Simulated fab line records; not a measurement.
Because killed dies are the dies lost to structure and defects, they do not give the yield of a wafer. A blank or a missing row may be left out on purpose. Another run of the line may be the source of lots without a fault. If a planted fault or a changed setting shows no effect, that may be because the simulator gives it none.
Matching of chambers || flow n5-finfet || 4 sister chambers for N5_BEOL_M4_STRIP_19 on rie-diel-02
The step strips in O2. 4 wafers are shown with their chamber, then 11 later ones without.

== WAFERS, EACH WITH ITS CHAMBER ==
{"wafer": "L091.5", "chamber": 3, "drypump-motor-current-A (A)": 6.8}
{"wafer": "L089.4", "chamber": 0, "drypump-motor-current-A (A)": 5.8}
{"wafer": "L089.6", "chamber": 1, "drypump-motor-current-A (A)": 6.3}
{"wafer": "L090.3", "chamber": 2, "drypump-motor-current-A (A)": 5.9}

== WAFERS WITHOUT THEIR CHAMBER ==
{"wafer": "L090.4", "drypump-motor-current-A (A)": 6.3}
{"wafer": "L090.6", "drypump-motor-current-A (A)": 6.8}
{"wafer": "L093.3", "drypump-motor-current-A (A)": 5.9}
{"wafer": "L093.5", "drypump-motor-current-A (A)": 5.8}
{"wafer": "L093.6", "drypump-motor-current-A (A)": 6.3}
{"wafer": "L092.1", "drypump-motor-current-A (A)": 5.9}
{"wafer": "L092.2", "drypump-motor-current-A (A)": 5.7}
{"wafer": "L092.5", "drypump-motor-current-A (A)": 5.8}
{"wafer": "L096.4", "drypump-motor-current-A (A)": 6.3}
{"wafer": "L096.5", "drypump-motor-current-A (A)": 5.8}
{"wafer": "L096.6", "drypump-motor-current-A (A)": 6.3}

== CHAMBER TAKEN BY EACH ==
{"wafer": "L090.4", "from the rows above": 1, "in truth": 1}
{"wafer": "L090.6", "from the rows above": 3, "in truth": 3}
{"wafer": "L093.3", "from the rows above": 2, "in truth": 2}
{"wafer": "L093.5", "from the rows above": 0, "in truth": 0}
{"wafer": "L093.6", "from the rows above": 1, "in truth": 1}
{"wafer": "L092.1", "from the rows above": 2, "in truth": 2}
{"wafer": "L092.2", "from the rows above": 0, "in truth": 0}
{"wafer": "L092.5", "from the rows above": 0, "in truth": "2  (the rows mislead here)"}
{"wafer": "L096.4", "from the rows above": 1, "in truth": 1}
{"wafer": "L096.5", "from the rows above": 0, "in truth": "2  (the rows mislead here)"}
{"wafer": "L096.6", "from the rows above": 1, "in truth": 1}
9 of 11 placed correctly. Left unplaced by these rows: 0. Number placed wrongly: 2.
How it was worked out, from the rows above alone: a wafer's distance from a chamber is the root of the sum, over the readings, of the square of ((its reading less the chamber's mean) divided by the reading's scatter). If the next closest chamber is less than 2 further off than the closest, the wafer can't be placed; otherwise it belongs to the closest. Each chamber's mean is taken over the wafers shown for it. The scatter: root of mean squared gap, hidden wafer to nearest shown wafer, with one shown wafer a chamber.
